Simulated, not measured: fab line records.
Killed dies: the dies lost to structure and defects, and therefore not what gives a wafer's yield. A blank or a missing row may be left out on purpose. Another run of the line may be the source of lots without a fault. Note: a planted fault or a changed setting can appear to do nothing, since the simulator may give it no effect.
A lot that was struck, set against a sound lot ; flow nand harc ; 14 steps out of a route of 1159
Sound: the wafers L779.1, L779.3, L779.4. Struck: wafers L788.1, L788.2, L788.4. At the end, the cause is stated.
Each step with rows lists, per side, the tool, then ch with its chambers, then its first start. Under that, the readings that differ: sound wafers ; struck wafers ; difference of the means ; sigmas: that difference in standard deviations of wafers without a fault.
alike: readings whose means differ by less than 2 such deviations, and words and numbers that are the same on both sides. not compared: withheld readings, readings that some wafer has no value for, bounds like >300 that may hide the same value, and numbers for which the record gives no deviation and whose values overlap.
Wherever a step has rows on one side only, a row that says differs or no value, or a row with sigmas, the two part there. Numbers that don't overlap but have no deviation are shown without sigmas and don't part them. A reading missing from all wafers of one side parts the sides only when that side holds two or more wafers.

first, 5 steps without rows for these wafers: NHARC_P_M0_SOFTBAKE_04 (time 55 s); NHARC_P_M0_EBR_05; NHARC_P_M0_EXPOSE_06 (exposes mask P M0, target cd 90 nm); NHARC_P_M0_PEB_07 (peb time 65 s); NHARC_P_M0_DEVELOP_08 (develop time 35 s).
NHARC_P_M0_CD_MEAS_09: target cd 90 nm.
  sound on cd sem-01 ch 0, day 6 06:18; struck on cd sem-01 ch 0, day 9 02:58
  alike: cd nm
NHARC_P_M0_OVL_MEAS_10: pitch 180 nm.
  sound: overlay-02 at day 6 06:23; struck: overlay-02 at day 9 03:03
  alike: overlay x nm, overlay y nm
NHARC_P_M0_INSPECT_11:
  sound: defect inspect-02 at day 6 06:25; struck: defect inspect-02 at day 9 03:05
  alike: raw defect count
NHARC_P_M0_DESCUM_14: chemistry O2, time 3 s.
  sound on rie diel-06 ch 1,2,3, day 6 06:29; struck on rie diel-13 ch 1,2, day 9 03:09
  alike: drypump motor current A, oes product au, rf vpp V, showerhead plenum p Torr, throttle valve pct
  not compared: rf hours counter h
NHARC_P_M0_ETCH_34: etches the open film in N2/H2, target depth 40 nm, overetch 12 nm, time 43.94 s.
  sound on rie diel-06 ch 0,1,3, day 6 06:34; struck on rie diel-13 ch 0,1,2, day 9 03:15
  alike: bias w, drypump motor current A, h2 flow sccm, oes product au, rf fwd power W, rf vpp V, showerhead plenum p Torr, throttle valve pct
  not compared: rf hours counter h
NHARC_P_M0_ETCH_15: etches the open film in C4F8/Ar, target depth 150 nm, overetch 15 nm, time 82.5 s.
  sound: rie diel-06 ch 0,1,3; struck: rie diel-13 ch 0,1,2
  alike: bias w, oes product au, rf fwd power W, rf vpp V
  not compared: rf hours counter h
NHARC_P_M0_CD_MEAS_16:
  sound: cd sem-03 at day 6 06:47; struck: cd sem-01 at day 9 03:29
  alike: cd nm
NHARC_P_M0_STRIP_18: strips in N2/H2.
  sound on rie diel-01 ch 0,1,3, day 6 06:53; struck on rie diel-13 ch 0,1, day 9 03:34
  no value came back on the struck wafers for any of 11 readings (bias w (W), chamber pressure mTorr (mTorr) and others); on the sound wafers bias w (W) reads 0 0 0
then, 1 step without rows for these wafers: NHARC_P_M0_STRIP_19 (strips in post etch residue remover, time 600 s).

== WHERE THEY PART ==
Within this record, at NHARC_P_M0_STRIP_18 only.

WHY: the cause the simulator had injected
Entire step skipped (rie diel-13, NHARC_P_M0_STRIP_18), from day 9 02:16 onward. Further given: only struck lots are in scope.
